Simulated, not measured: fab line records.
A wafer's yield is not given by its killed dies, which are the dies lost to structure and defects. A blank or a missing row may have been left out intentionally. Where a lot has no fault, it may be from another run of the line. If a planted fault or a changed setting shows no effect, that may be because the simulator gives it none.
One fault seen from 3 desks || flow n5-finfet || each desk holds nothing but its own numbers, with what lay behind them at the end

THE DEFECT DESK
What the inspections along the route counted, lot by lot: means of the sampled wafers that have a number. If a lot's mean is further than 4 standard deviations from the usual mean, the lot is out of limits and carries the mark OUT (the distance appears in the brackets).
Columns: A = raw-defect-count at N5_BEOL_M10_INSPECT_30, usual 392
{"lot": "L422", "first seen here": "day 10 20:11", "A": 363}
{"lot": "L423", "first seen here": "day 11 11:25", "A": 359}
{"lot": "L424", "first seen here": "day 11 12:53", "A": 493}
{"lot": "L427", "first seen here": "day 12 03:43", "A": 289}
{"lot": "L439", "first seen here": "day 15 03:41", "A": 345}
{"lot": "L441", "first seen here": "day 15 20:04", "A": 386}
{"lot": "L443", "first seen here": "day 16 06:21", "A": 495}
This desk's finding: nothing out of limits on any of the 7 lots.

THE METROLOGY DESK
Means of the sampled wafers that have a number, per lot and without regard to the tool the lot ran on: this is what the gauges read. If a lot's mean is further than 4 standard deviations from the usual mean, the lot is out of limits and carries the mark OUT (the distance appears in the brackets). It has 27 readings, of which 7 appear: the earliest out of limits, and the ones furthest out on some lot.
Columns: A = trench-depth-nm at N5_BEOL_M10_OCD_MEAS_38, usual 148.5 nm; B = M10_THK at N5_BEOL_M10_THK_MEAS_53, usual 137.4 nm; C = M10_RS at N5_BEOL_M10_RS_MEAS_57, usual 0.1512 ohm/sq; D = SERP_M10 at N5_BEOL_M15_RC_MEAS_101, usual 3.08 ohm/um; E = SERP_M10_max_site at N5_BEOL_M15_RC_MEAS_101, usual 3.16 ohm/um; F = SERP_M11 at N5_BEOL_M15_RC_MEAS_101, usual 3.06 ohm/um; G = SERP_M5 at N5_BEOL_M15_RC_MEAS_101, usual 38.6 ohm/um
{"lot": "L422", "first seen here": "day 10 21:06", "A": 148.5, "B": 138.6, "C": 0.1512, "D": 3.09, "E": 3.20, "F": 2.91, "G": 39.3}
{"lot": "L423", "first seen here": "day 11 11:56", "A": 147.4, "B": 137.4, "C": 0.1511, "D": 3.07, "E": 3.15, "F": 3.07, "G": 38.1}
{"lot": "L424", "first seen here": "day 11 13:41", "A": 150.5, "B": 140.5, "C": 0.1479, "D": 3.06, "E": 3.10, "F": 3.05, "G": 35.1}
{"lot": "L427", "first seen here": "day 12 04:15", "A": "139.1 (-4.5) OUT", "B": "126.6 (-4.1) OUT", "C": "0.1648 (+4.5) OUT", "D": "3.37 (+4.3) OUT", "E": "3.47 (+4.1) OUT", "F": 3.05, "G": 36.9}
{"lot": "L439", "first seen here": "day 15 04:13", "A": 147.0, "B": 137.2, "C": 0.1537, "D": 3.16, "E": 3.26, "F": 3.06, "G": 40.6}
{"lot": "L441", "first seen here": "day 15 20:35", "A": 147.5, "B": 136.5, "C": 0.1523, "D": 3.14, "E": 3.23, "F": 3.07, "G": 38.2}
{"lot": "L443", "first seen here": "day 16 06:56", "A": 150.2, "B": 139.2, "C": 0.1487, "D": 3.01, "E": 3.06, "F": 3.12, "G": 38.9}
This desk's finding: out of limits on L427; first on L427, day 12 04:15 (trench-depth-nm at N5_BEOL_M10_OCD_MEAS_38). L422, L423, L424, L439, L441, L443 stayed within limits.

FOR THE TOOL OWNER'S DESK: rie-diel-05
The tool's own readings at N5_BEOL_M10_TRENCH_ETCH_37 (etches SiCOH lowk in C4F6/O2, target depth 148.83 nm, time 48 s): means of the sampled wafers that have a number, for each lot that ran on this tool. If a lot's mean is further than 4 standard deviations from the usual mean, the lot is out of limits and carries the mark OUT (the distance appears in the brackets).
Columns: A = drypump-motor-current-A at N5_BEOL_M10_TRENCH_ETCH_37, usual 5.7 A; B = oes-product-au at N5_BEOL_M10_TRENCH_ETCH_37, usual 0.80 a.u.; C = rf-vpp-V at N5_BEOL_M10_TRENCH_ETCH_37, usual 670 V; D = showerhead-plenum-p-Torr at N5_BEOL_M10_TRENCH_ETCH_37, usual 2.87 Torr; E = throttle-valve-pct at N5_BEOL_M10_TRENCH_ETCH_37, usual 20.90 %
{"lot": "L423", "first seen here": "day 11 11:46", "A": 5.3, "B": 0.78, "C": 671, "D": 2.85, "E": 20.92}
{"lot": "L424", "first seen here": "day 11 13:31", "A": 5.5, "B": 0.85, "C": 672, "D": 2.88, "E": 20.85}
{"lot": "L427", "first seen here": "day 12 04:04", "A": 5.3, "B": 0.76, "C": 670, "D": 2.98, "E": 20.84}
{"lot": "L443", "first seen here": "day 16 06:45", "A": 5.4, "B": 0.87, "C": 668, "D": 2.88, "E": 20.73}
This desk's finding: nothing out of limits on any of the 4 lots.

PUT TOGETHER
Metrology desk: alarm possible at day 12 04:15 on L427.
Nothing the defect desk looked at was out of limits.
Nothing out of limits was seen by the tool owner's desk.
The defect desk has L427 on record, within its limits.
On record at the tool owner's desk: L427, within its limits.
Of the lots named, all ran N5_BEOL_M10_TRENCH_ETCH_37 on rie-diel-05.

WHAT HAD BEEN PUT IN BY THE SIMULATOR
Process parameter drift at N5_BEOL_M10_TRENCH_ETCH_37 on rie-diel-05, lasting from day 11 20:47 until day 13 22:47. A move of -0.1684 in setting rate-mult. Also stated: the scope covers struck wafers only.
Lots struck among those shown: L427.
Hours from the fault's start to each desk's first reading out of limits: the metrology desk, 7.
